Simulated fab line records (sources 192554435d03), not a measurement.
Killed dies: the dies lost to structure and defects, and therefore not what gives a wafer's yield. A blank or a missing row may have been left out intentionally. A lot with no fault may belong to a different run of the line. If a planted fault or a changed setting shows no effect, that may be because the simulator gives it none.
Matching of chambers || flow n5Finfet || N5_SD_EPI_P_ETCH_36 on rieDiel-06 has 4 sister chambers
The step etches SiARC in CF4, target depth 45.5 nm, time 75.8 s. 8 wafers are shown with their chamber, then 10 later ones without.

## WAFERS PAIRED WITH THEIR CHAMBERS
{"wafer": "L087.4", "chamber": 1, "drypumpMotorCurrentA (A)": 5.5, "showerheadPlenumPTorr (Torr)": 1.99}
{"wafer": "L091.1", "chamber": 1, "drypumpMotorCurrentA (A)": 5.6, "showerheadPlenumPTorr (Torr)": 1.99}
{"wafer": "L091.3", "chamber": 0, "drypumpMotorCurrentA (A)": 5.6, "showerheadPlenumPTorr (Torr)": 2.21}
{"wafer": "L092.1", "chamber": 3, "drypumpMotorCurrentA (A)": 6.1, "showerheadPlenumPTorr (Torr)": 2.11}
{"wafer": "L092.2", "chamber": 0, "drypumpMotorCurrentA (A)": 5.6, "showerheadPlenumPTorr (Torr)": 2.20}
{"wafer": "L092.6", "chamber": 2, "drypumpMotorCurrentA (A)": 4.8, "showerheadPlenumPTorr (Torr)": 2.28}
{"wafer": "L093.1", "chamber": 2, "drypumpMotorCurrentA (A)": 4.8, "showerheadPlenumPTorr (Torr)": 2.28}
{"wafer": "L093.4", "chamber": 3, "drypumpMotorCurrentA (A)": 6.1, "showerheadPlenumPTorr (Torr)": 2.11}

## WAFERS MISSING THEIR CHAMBER
{"wafer": "L093.5", "drypumpMotorCurrentA (A)": 6.1, "showerheadPlenumPTorr (Torr)": 2.11}
{"wafer": "L094.1", "drypumpMotorCurrentA (A)": 6.2, "showerheadPlenumPTorr (Torr)": 2.11}
{"wafer": "L094.5", "drypumpMotorCurrentA (A)": 5.6, "showerheadPlenumPTorr (Torr)": 1.99}
{"wafer": "L094.6", "drypumpMotorCurrentA (A)": 5.6, "showerheadPlenumPTorr (Torr)": 2.20}
{"wafer": "L095.1", "drypumpMotorCurrentA (A)": 6.2, "showerheadPlenumPTorr (Torr)": 2.10}
{"wafer": "L095.2", "drypumpMotorCurrentA (A)": 5.5, "showerheadPlenumPTorr (Torr)": 1.99}
{"wafer": "L095.4", "drypumpMotorCurrentA (A)": 5.6, "showerheadPlenumPTorr (Torr)": 2.20}
{"wafer": "L097.1", "drypumpMotorCurrentA (A)": 5.6, "showerheadPlenumPTorr (Torr)": 2.20}
{"wafer": "L097.3", "drypumpMotorCurrentA (A)": 4.8, "showerheadPlenumPTorr (Torr)": 2.28}
{"wafer": "L097.5", "drypumpMotorCurrentA (A)": 5.6, "showerheadPlenumPTorr (Torr)": 2.20}

## WHICH CHAMBER EACH ONE RAN IN
{"wafer": "L093.5", "from the rows above": 3, "in truth": 3}
{"wafer": "L094.1", "from the rows above": 3, "in truth": 3}
{"wafer": "L094.5", "from the rows above": 1, "in truth": 1}
{"wafer": "L094.6", "from the rows above": 0, "in truth": 0}
{"wafer": "L095.1", "from the rows above": 3, "in truth": 3}
{"wafer": "L095.2", "from the rows above": 1, "in truth": 1}
{"wafer": "L095.4", "from the rows above": 0, "in truth": 0}
{"wafer": "L097.1", "from the rows above": 0, "in truth": 0}
{"wafer": "L097.3", "from the rows above": 2, "in truth": 2}
{"wafer": "L097.5", "from the rows above": 0, "in truth": 0}
10 of 10 placed correctly. Left unplaced by these rows: 0. Placed wrongly: 0.
How it was worked out, from the rows above alone: a wafer's distance from a chamber is the root of the sum, over the readings, of the square of ((its reading less the chamber's mean) divided by the reading's scatter). If the next closest chamber is less than 2 further off than the closest, the wafer can't be placed; otherwise it belongs to the closest. A chamber's mean is the mean of its shown wafers. How the scatter is found: for the shown wafers, subtract from each reading the mean of its chamber, square and add these, divide the total by (wafers less chambers), then take the root.
